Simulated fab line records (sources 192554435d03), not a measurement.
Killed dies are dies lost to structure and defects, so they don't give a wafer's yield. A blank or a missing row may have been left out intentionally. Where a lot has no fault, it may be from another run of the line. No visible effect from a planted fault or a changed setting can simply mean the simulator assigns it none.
fab line records :: flow n5Finfet
record
  lots=3
  wafers=8
  lastDay=18
route steps=1938 shown MOL_CONTACT_COAG@567 BEOL_M4@1111 PASSIVATION@1936
lots with no fault: from the same line, run without faults
startH: the number of hours between the record's first day and the start of the first shown wafer of the lot :: waitH: hours elapsed since this lot's preceding step :: " as in the row above :: L1.1+2: a row that stands for several wafers :: - value missing, or start not given :: * or withheld: withheld :: < > ~ a bound
route shown NAME@n: names a module that has steps shown in the file, with the first one's number in the route :: usual: mean and standard deviation over wafers with no fault :: same: alike in all rows :: chamber/n: place in a boat :: sites: the reading at each site :: _std_site: the values' standard deviation :: _edge_site: mean of outer sites minus mean of inner sites :: radiusMm: for every site, how far away it sits from the centre of the wafer :: mask NAME#n: copy n :: behind: the most recent tool/chamber to have shaped the wafer :: hold: why the lot went on hold/how many hours it stayed there/how the hold came to an end :: device: whichever transistor did not switch (one of n, p or np) :: end of line: the same wafers' tests at the end of the route :: a step with no rows: only its recipe :: killed: the dies lost at the first sort to structure and to defects; this is not the yield of the wafer :: map: per-die view of a wafer (x killed, . not killed, _ where there is no die)
set.NAME: setting as actually run; set.NAME@STEP: the setting as run at that earlier step :: model.NAME: the simulator's own value behind a step, which no gauge read
certain route steps with their lots: each step a table, each wafer a row
services: when a tool's chamber went out of use (startH, in hours from the record's first day, below 0 if earlier), for how many hours, and the reason
## steps
# step N5_MOL_CONTACT_COAG_COAT_78
# recipe
  resist=CAR-EUV
  spinRpm=1500
  resistThkNm=40
# step N5_MOL_CONTACT_COAG_EBR_80
# recipe
  solvent=PGMEA
  ebrWidthMm=1.5
# step N5_MOL_CONTACT_COAG_SOFTBAKE_79
# recipe
  tempC=110
  timeS=60
  resist=CAR-EUV
# step N5_MOL_CONTACT_COAG_EXPOSE_81
# recipe
  maskId=VG
  na=0.33
  sourceShape=annular
  sigmaInner=0.3
  sigmaOuter=0.7
  polarization=unpolarized
  defocusNm=0
  doseMj=59.5
# step N5_MOL_CONTACT_COAG_PEB_82
# recipe
  pebTempC=100
  pebTimeS=60
  resist=CAR-EUV
# step N5_MOL_CONTACT_COAG_DEVELOP_83
# recipe
  developTimeS=30
  developer=TMAH
  resist=CAR-EUV
  rinseLiquid=surfactantRinse
  dry=airSpin
  devTempC=23
# step N5_MOL_CONTACT_COAG_DESCUM_88
# recipe
  chemistry=O2
  timeS=7
  sourcePowerW=50
  biasPowerW=20
  pressureMtorr=20
  rfFrequencyHz=2.712e+07
  tempC=40
  resist=CAR-EUV
  o2FlowSccm=225
# step N5_MOL_CONTACT_COAG_ETCH_89
# recipe
  chemistry=N2/H2
  target=underlayer
  targetDepthA=130
  maskMaterial=CAR-EUV
  timeS=10.4
  ionEnergyEv=200
  pressureMtorr=30
  sourceW=840
  biasW=150
  n2FlowSccm=200
  h2FlowSccm=200
  ends=cleared
# step N5_MOL_CONTACT_COAG_ETCH_90
# recipe
  chemistry=CF4
  target=SiARC
  targetDepthA=130
  maskMaterial=CAR-EUV
  timeS=21.7
  ionEnergyEv=80
  pressureMtorr=40
  sourceW=545
  biasW=36
  Ar_flow_sccm=100
  cf4FlowSccm=100
  ends=cleared
# step N5_MOL_CONTACT_COAG_ALD_131
# recipe
  material=SiO2
  targetThkA=50
  tempC=100
  aldPrecursorFamily=BDEAS
  aldCoReactant=O2-plasma
  pulseTimeS=1
  coReactantPulseTimeS=1
  purgeTimeS=2
  coReactantPurgeTimeS=2
  aldCycles=35
  pressureTorr=2
# usual
  aldCycles=35/0
  heaterPowerW=80/7.9
  precursorPulseHeightRel=1.001/0.021
# same
  coReactantPurgeTimeS=2
  pulseTimeS=1
lot.wafer: L560.1
tool: aldSin-02
chamber: 1
startH: 130.95
waitH: 0.1
aldCycles: 35
heaterPowerW: 72
precursorPulseHeightRel: 0.963
model.SiO2_of_MOL_CONTACT_COAG_ALD_131.thkNm: 5

lot.wafer: L560.5
tool: aldSin-02
chamber: 0
startH: 130.95
waitH: 0.1
aldCycles: 35
heaterPowerW: 76
precursorPulseHeightRel: 1.029
model.SiO2_of_MOL_CONTACT_COAG_ALD_131.thkNm: 5

lot.wafer: L560.6
tool: aldSin-02
chamber: 3
startH: 130.95
waitH: 0.1
aldCycles: 35
heaterPowerW: 93
precursorPulseHeightRel: 0.989
model.SiO2_of_MOL_CONTACT_COAG_ALD_131.thkNm: 5

lot.wafer: L567.1
tool: aldSin-02
chamber: 1
startH: 175.67
waitH: 0.1
aldCycles: 35
heaterPowerW: 71
precursorPulseHeightRel: 1.015
model.SiO2_of_MOL_CONTACT_COAG_ALD_131.thkNm: 5

lot.wafer: L567.5
tool: aldSin-02
chamber: 1
startH: 175.67
waitH: 0.1
aldCycles: 55
heaterPowerW: 70
precursorPulseHeightRel: 0.991
model.SiO2_of_MOL_CONTACT_COAG_ALD_131.thkNm: 7.8

lot.wafer: L577.1
tool: aldSin-04
chamber: 0
startH: 236.32
waitH: 0.1
aldCycles: 35
heaterPowerW: 76
precursorPulseHeightRel: 0.991
model.SiO2_of_MOL_CONTACT_COAG_ALD_131.thkNm: 5

lot.wafer: L577.4
tool: aldSin-04
chamber: 2
startH: 236.32
waitH: 0.1
aldCycles: 35
heaterPowerW: 80
precursorPulseHeightRel: 0.995
model.SiO2_of_MOL_CONTACT_COAG_ALD_131.thkNm: 5

lot.wafer: L577.6
tool: aldSin-04
chamber: 3
startH: 236.32
waitH: 0.1
aldCycles: 35
heaterPowerW: 64
precursorPulseHeightRel: 1.024
model.SiO2_of_MOL_CONTACT_COAG_ALD_131.thkNm: 5
# step N5_MOL_CONTACT_COAG_ETCHBACK_132
# recipe
  chemistry=CHF3
  target=SiO2
  targetDepthA=100
  timeS=6.7
  ionEnergyEv=200
  pressureMtorr=30
  sourceW=610
  biasW=170
  Ar_flow_sccm=200
  CHF3_flow_sccm=50
# step N5_MOL_CONTACT_COAG_ETCH_91
# recipe
  chemistry=N2/H2
  target=SOC
  targetDepthA=600
  overetchA=210
  maskMaterial=SiARC
  tempC=40
  timeS=101.2
  ionEnergyEv=200
  pressureMtorr=30
  sourceW=840
  biasW=150
  n2FlowSccm=200
  h2FlowSccm=200
# step N5_MOL_CONTACT_COAG_STRIP_92
# recipe
  chemistry=N2/H2
  tempC=40
  n2FlowSccm=200
  h2FlowSccm=200
  rfFrequencyHz=6e+07
# step N5_MOL_CONTACT_COAG_STRIP_93
# recipe
  chemistry=N2/H2
  tempC=40
  n2FlowSccm=200
  h2FlowSccm=200
  rfFrequencyHz=6e+07
# step N5_MOL_CONTACT_COAG_ETCHBACK_135
# recipe
  chemistry=CHF3
  target=SiO2
  targetDepthA=250
  timeS=16.7
  ionEnergyEv=200
  pressureMtorr=30
  sourceW=610
  biasW=170
  Ar_flow_sccm=200
  CHF3_flow_sccm=50
# step N5_MOL_CONTACT_COAG_STRIP_118
# recipe
  chemistry=CHF3
  resist=SiARC
  rfFrequencyHz=6e+07
# step N5_MOL_CONTACT_COAG_VIA_ETCH_46
# recipe
  chemistry=C4F6/O2
  targetDepthA=460
  overetchA=92
  maskMaterial=SOC
  target=SiO2
  biasW=455
  pressureMtorr=10
  timeS=40
  sourceW=325
  Ar_flow_sccm=300
  C4F6_flow_sccm=10
  O2_flow_sccm=10
  ionEnergyEv=575.3
  ends=endPoint
# step N5_MOL_CONTACT_COAG_STRIP_96
# recipe
  chemistry=N2/H2
  powerW=500
  tempC=40
  pressureMtorr=50
  rfFrequencyHz=6e+07
  overashFraction=0.3
  biasPowerW=28
  h2Frac=0.5
  n2FlowSccm=300
  h2FlowSccm=300
# step N5_MOL_CONTACT_COAG_ETCH_47
# recipe
  chemistry=CH3F/O2
  target=SiNx
  targetDepthA=270
  maskMaterial=SiO2
  stopOn=W
  overEtchFrac=0.2
  ionEnergyEv=120
  endpoint=OES-CN
  pressureMtorr=30
  sourceW=395
  biasW=73
  Ar_flow_sccm=150
  CH3F_flow_sccm=30
  O2_flow_sccm=20
  ends=endPoint
# step N5_MOL_CONTACT_COAG_STRIP_119
# recipe
  chemistry=N2/H2
  timeS=30
  powerW=1000
  tempC=250
  pressureMtorr=withheld
  n2FlowSccm=1750
  h2FlowSccm=3250
# step N5_MOL_CONTACT_COAG_PRECLEAN_144
# recipe
  chemistry=alkalineClean
  tempC=60
  timeS=60
  doPpb=50
# step N5_MOL_CONTACT_COAG_SRD_145
# recipe
  dry=ipaMarangoni
  timeS=30
  tempC=23
  rinseLiquid=diw
# step N5_MOL_CONTACT_COAG_COAT_62
# recipe
  resist=SOC
  tempC=250
  timeS=60
  spinRpm=1500
  resistThkNm=60
# step N5_MOL_CONTACT_COAG_COAT_63
# recipe
  resist=SiARC
  tempC=220
  timeS=60
  spinRpm=1500
  resistThkNm=10
# step N5_MOL_CONTACT_COAG_COAT_64
# recipe
  resist=underlayer
  tempC=205
  timeS=60
  spinRpm=1500
  resistThkNm=10
# step N5_MOL_CONTACT_COAG_COAT_34
# recipe
  resist=CAR-EUV
  spinRpm=1500
  resistThkNm=40
# step N5_MOL_CONTACT_COAG_EBR_36
# recipe
  solvent=PGMEA
  ebrWidthMm=1.5
# step N5_MOL_CONTACT_COAG_SOFTBAKE_35
# recipe
  tempC=110
  timeS=60
  resist=CAR-EUV
# step N5_MOL_CONTACT_COAG_EXPOSE_37
# recipe
  maskId=VD
  na=0.33
  sourceShape=annular
  sigmaInner=0.3
  sigmaOuter=0.7
  polarization=unpolarized
  defocusNm=0
  doseMj=62
# step N5_MOL_CONTACT_COAG_PEB_38
# recipe
  pebTempC=100
  pebTimeS=60
  resist=CAR-EUV
# step N5_MOL_CONTACT_COAG_DEVELOP_39
# recipe
  developTimeS=30
  developer=TMAH
  resist=CAR-EUV
  rinseLiquid=surfactantRinse
  dry=airSpin
  devTempC=23
# step N5_MOL_CONTACT_COAG_DESCUM_45
# recipe
  chemistry=O2
  timeS=7
  sourcePowerW=50
  biasPowerW=20
  pressureMtorr=20
  rfFrequencyHz=2.712e+07
  tempC=40
  resist=CAR-EUV
  o2FlowSccm=225
# step N5_MOL_CONTACT_COAG_ETCH_65
# recipe
  chemistry=N2/H2
  target=underlayer
  targetDepthA=130
  maskMaterial=CAR-EUV
  timeS=10.4
  ionEnergyEv=200
  pressureMtorr=30
  sourceW=840
  biasW=150
  n2FlowSccm=200
  h2FlowSccm=200
  ends=cleared
# step N5_MOL_CONTACT_COAG_ETCH_66
# recipe
  chemistry=CF4
  target=SiARC
  targetDepthA=130
  maskMaterial=CAR-EUV
  timeS=21.7
  ionEnergyEv=80
  pressureMtorr=40
  sourceW=545
  biasW=36
  Ar_flow_sccm=100
  cf4FlowSccm=100
  ends=cleared
# step N5_MOL_CONTACT_COAG_ALD_133
# recipe
  material=SiO2
  targetThkA=50
  tempC=100
  aldPrecursorFamily=BDEAS
  aldCoReactant=O2-plasma
  pulseTimeS=1
  coReactantPulseTimeS=1
  purgeTimeS=2
  coReactantPurgeTimeS=2
  aldCycles=35
  pressureTorr=2
# step N5_BEOL_M4_RC_MEAS_101
# usual
  DIBL_N=36.5/1.4
  DIBL_P=36.9/1.7
  IOFF_N=0.163/0.023
  IOFF_P=0.22/0.032
  ION_N=673/9
  ION_P=462/7.5
  SS_N=71.6/0.54
  SS_P=73.4/0.62
  VT_N=249.8/2.8
  VT_P=-250/3.5
lot.wafer: L560.1
tool: prober-01
chamber: 0
startH: 197.49
waitH: 0.0
DIBL_N[mV/V]: 37.2
DIBL_P[mV/V]: 37.0
IOFF_N[nA/um]: 0.167
IOFF_P[nA/um]: 0.21
ION_N[uA/um]: 689
ION_P[uA/um]: 465
SS_N[mV/dec]: 71.7
SS_P[mV/dec]: 74.4
VT_N[mV]: 249.0
VT_P[mV]: -250

lot.wafer: L560.5
tool: prober-01
chamber: 0
startH: 197.49
waitH: 0.0
DIBL_N[mV/V]: 35.1
DIBL_P[mV/V]: 34.9
IOFF_N[nA/um]: 0.136
IOFF_P[nA/um]: 0.18
ION_N[uA/um]: 679
ION_P[uA/um]: 462
SS_N[mV/dec]: 71.6
SS_P[mV/dec]: 73.6
VT_N[mV]: 250.5
VT_P[mV]: -253

lot.wafer: L560.6
tool: prober-01
chamber: 0
startH: 197.49
waitH: 0.0
DIBL_N[mV/V]: 35.8
DIBL_P[mV/V]: 36.0
IOFF_N[nA/um]: 0.140
IOFF_P[nA/um]: 0.20
ION_N[uA/um]: 661
ION_P[uA/um]: 461
SS_N[mV/dec]: 71.8
SS_P[mV/dec]: 74.8
VT_N[mV]: 252.7
VT_P[mV]: -251

lot.wafer: L567.1
tool: prober-02
chamber: 0
startH: 250.63
waitH: 0.0
DIBL_N[mV/V]: 38.9
DIBL_P[mV/V]: 37.8
IOFF_N[nA/um]: 0.198
IOFF_P[nA/um]: 0.22
ION_N[uA/um]: 680
ION_P[uA/um]: 460
SS_N[mV/dec]: 72.1
SS_P[mV/dec]: 74.2
VT_N[mV]: 246.4
VT_P[mV]: -250

lot.wafer: L577.1
tool: prober-02
chamber: 0
startH: 303.67
waitH: 0.0
DIBL_N[mV/V]: 36.8
DIBL_P[mV/V]: 35.8
IOFF_N[nA/um]: 0.174
IOFF_P[nA/um]: 0.24
ION_N[uA/um]: 670
ION_P[uA/um]: 468
SS_N[mV/dec]: 71.3
SS_P[mV/dec]: 73.7
VT_N[mV]: 247.3
VT_P[mV]: -249

lot.wafer: L577.4
tool: prober-02
chamber: 0
startH: 303.67
waitH: 0.0
DIBL_N[mV/V]: 36.5
DIBL_P[mV/V]: 34.9
IOFF_N[nA/um]: 0.172
IOFF_P[nA/um]: 0.23
ION_N[uA/um]: 662
ION_P[uA/um]: 455
SS_N[mV/dec]: 72.4
SS_P[mV/dec]: 73.5
VT_N[mV]: 248.9
VT_P[mV]: -249

lot.wafer: L577.6
tool: prober-02
chamber: 0
startH: 303.67
waitH: 0.0
DIBL_N[mV/V]: 35.4
DIBL_P[mV/V]: 34.1
IOFF_N[nA/um]: 0.147
IOFF_P[nA/um]: 0.22
ION_N[uA/um]: 671
ION_P[uA/um]: 462
SS_N[mV/dec]: 71.2
SS_P[mV/dec]: 72.8
VT_N[mV]: 249.3
VT_P[mV]: -249
# step N5_PASSIVATION_PROBE_49
# usual
  defectLimitedYield=91.2/1.4
  killed_at_M0_to_M3=35/11
  killed_at_M4_up=12/4.2
  killedAtContacts=13/5.6
  killedAtFrontEnd=40/12
  killedAtOther=3.3/2.6
  killedDies=103/17
  killedOnRim=14/4.5
  killedOpen=68/12
  killedShort=34/7.6
  sort_bin_5_function=5.1/0.95
  sort_bin_6_memory=3.3/0.68
  sortNPass=1077/17
  sortYieldPct=91.2/1.4
# same
  grossDies=1180
  killedAtBackSide=0
  sort_bin_4_leakage[%]=0
  sort_bin_8_speed[%]=0
lot.wafer: L567.1
tool: prober-01
chamber: -
startH: 351.40
waitH: 0.3
defectLimitedYield[%]: 87.9
killed_at_M0_to_M3: 53
killed_at_M4_up: 17
killedAtContacts: 21
killedAtFrontEnd: 45
killedAtOther: 7
killedDies: 143
killedOnRim: 19
killedOpen: 91
killedShort: 51
sort_bin_5_function[%]: 7.5
sort_bin_6_memory[%]: 4.3
sortNPass: 1037
sortYieldPct[%]: 87.9

lot.wafer: L567.5
tool: prober-01
chamber: -
startH: 351.60
waitH: 0.5
defectLimitedYield[%]: 0
killed_at_M0_to_M3: 33
killed_at_M4_up: 11
killedAtContacts: 1110
killedAtFrontEnd: 25
killedAtOther: 1
killedDies: 1180
killedOnRim: 152
killedOpen: 55
killedShort: 27
sort_bin_5_function[%]: 96.9
sort_bin_6_memory[%]: 2.9
sortNPass: 0
sortYieldPct[%]: 0
# killed by level:class
L567.1 BEOL_M0_SAQP:geometricParticle:short=18 MOL_CONTACT_COAG:geometricParticle:open=16 BEOL_M0_SAQP:geometricParticle:open=16 FIN_SAQP:geometricParticle:open=14 FIN_SAQP:geometricParticle:short=13 BEOL_M4:geometricParticle:open=10 STI_FIN_REVEAL:geometricParticle:open=6 BEOL_M3:geometricParticle:open=6
L567.5 MOL_CONTACT_COAG:areaAld=1097 MOL_CONTACT_COAG:geometricParticle:open=10 BEOL_M0_SAQP:geometricParticle:open=10 BEOL_M2:geometricParticle:open=8 BEOL_M0_SAQP:geometricParticle:short=6 BEOL_M4:geometricParticle:open=4 MOL_CONTACT_COAG:geometricParticle:short=3 BEOL_M2:geometricParticle:short=3
# map L567.5 (x killed, . not)
_________________xxxxxxxxxxxx________________
______________xxxxxxxxxxxxxxxxxx_____________
___________xxxxxxxxxxxxxxxxxxxxxxxx__________
__________xxxxxxxxxxxxxxxxxxxxxxxxxx_________
________xxxxxxxxxxxxxxxxxxxxxxxxxxxxxx_______
_______xxxxxxxxxxxxxxxxxxxxxxxxxxxxxxxx______
______xxxxxxxxxxxxxxxxxxxxxxxxxxxxxxxxxx_____
_____xxxxxxxxxxxxxxxxxxxxxxxxxxxxxxxxxxxx____
____xxxxxxxxxxxxxxxxxxxxxxxxxxxxxxxxxxxxxx___
___xxxxxxxxxxxxxxxxxxxxxxxxxxxxxxxxxxxxxxxx__
___xxxxxxxxxxxxxxxxxxxxxxxxxxxxxxxxxxxxxxxx__
__xxxxxxxxxxxxxxxxxxxxxxxxxxxxxxxxxxxxxxxxxx_
__xxxxxxxxxxxxxxxxxxxxxxxxxxxxxxxxxxxxxxxxxx_
_xxxxxxxxxxxxxxxxxxxxxxxxxxxxxxxxxxxxxxxxxxxx
_xxxxxxxxxxxxxxxxxxxxxxxxxxxxxxxxxxxxxxxxxxxx
_xxxxxxxxxxxxxxxxxxxxxxxxxxxxxxxxxxxxxxxxxxxx
_xxxxxxxxxxxxxxxxxxxxxxxxxxxxxxxxxxxxxxxxxxxx
_xxxxxxxxxxxxxxxxxxxxxxxxxxxxxxxxxxxxxxxxxxxx
_xxxxxxxxxxxxxxxxxxxxxxxxxxxxxxxxxxxxxxxxxxxx
_xxxxxxxxxxxxxxxxxxxxxxxxxxxxxxxxxxxxxxxxxxxx
_xxxxxxxxxxxxxxxxxxxxxxxxxxxxxxxxxxxxxxxxxxxx
__xxxxxxxxxxxxxxxxxxxxxxxxxxxxxxxxxxxxxxxxxx_
__xxxxxxxxxxxxxxxxxxxxxxxxxxxxxxxxxxxxxxxxxx_
___xxxxxxxxxxxxxxxxxxxxxxxxxxxxxxxxxxxxxxxx__
___xxxxxxxxxxxxxxxxxxxxxxxxxxxxxxxxxxxxxxxx__
____xxxxxxxxxxxxxxxxxxxxxxxxxxxxxxxxxxxxxx___
_____xxxxxxxxxxxxxxxxxxxxxxxxxxxxxxxxxxxx____
______xxxxxxxxxxxxxxxxxxxxxxxxxxxxxxxxxx_____
_______xxxxxxxxxxxxxxxxxxxxxxxxxxxxxxxx______
________xxxxxxxxxxxxxxxxxxxxxxxxxxxxxx_______
__________xxxxxxxxxxxxxxxxxxxxxxxxxx_________
___________xxxxxxxxxxxxxxxxxxxxxxxx__________
______________xxxxxxxxxxxxxxxxxx_____________
_________________xxxxxxxxxxxx________________
# map L560.6 (x killed, . not)
_________________x....x......________________
______________.x......x........._____________
___________.......x................__________
__________....................x....._________
________x...........x.x..............._______
_______..x.....x.........x..xx.......x.______
______...................x....x........._____
_____...x..x........x....xx............x.____
____.x............................x.......___
___...x...............x.................x..__
___...x................x...................__
__................x.........x..............._
__......................x............x......_
_..x....x............x.......................
_.x....x.....................................
_x.....................xx..xx.......xxx......
_.....x..x.......x..........x..............x.
_...........................x.x..............
_..x....x......x...........x...x.......x.....
_...................xx.x..x..................
_............x..x....................x...x...
__.........x....x.x............x....x......._
__.................x........................_
___..............x...................x.....__
___....x.........x......x...............x..__
____.........x...................x...x....___
_____...x..........x.....x...x.........x.____
______.........................xx...x..._____
_______...........x.x...........xxx....______
________.............................._______
__________.........................._________
___________........................__________
______________.......xx........._____________
_________________............________________
## services
tool: aldSin-04
chamber: 2
startH: 133.92
hours: 6.5
kind: repair

tool: aldSin-04
chamber: -
startH: 148.08
hours: 6.1
kind: pm

tool: aldSin-04
chamber: 1
startH: 167.78
hours: 6.5
kind: repair

tool: aldSin-02
chamber: 2
startH: 226.08
hours: 7.9
kind: repair
## key
firstSign
  step=N5_MOL_CONTACT_COAG_ALD_131
  reading=aldCycles
  direction=up
  sigmas=99+
  usual=*
  struck=*
effect
  step=N5_PASSIVATION_PROBE_49
  reading=killedAtContacts
  direction=up
  sigmas=99+
  usual=13
  struck=1110
modelEffect
  step=N5_MOL_CONTACT_COAG_ALD_131
  value=SiO2_of_MOL_CONTACT_COAG_ALD_131.thkNm
  without=5
  struck=7.8
moreKillsBornAt
  N5_MOL_CONTACT_COAG_ALD_131@aldSin-02=1097
metAt N5_MOL_CONTACT_COAG_ALD_131
struckWafers L567.5
laterRowsLeftOut L567.5
onsetBetween 130.95 175.67
fault
  kind=processParameterDrift
  tool=aldSin-02
  chamber=-
  onsetH=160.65
  steps=N5_MOL_CONTACT_COAG_ALD_131
  channel=aldCycles
  offset=*
  shape=step
  endH=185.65
  scope=struckWafersOnly
  actsIn=*
  stated=*
# laterRowsLeftOut: the simulator's readings of these wafers behind a module that went badly wrong aren't trusted and aren't shown, but for the sort
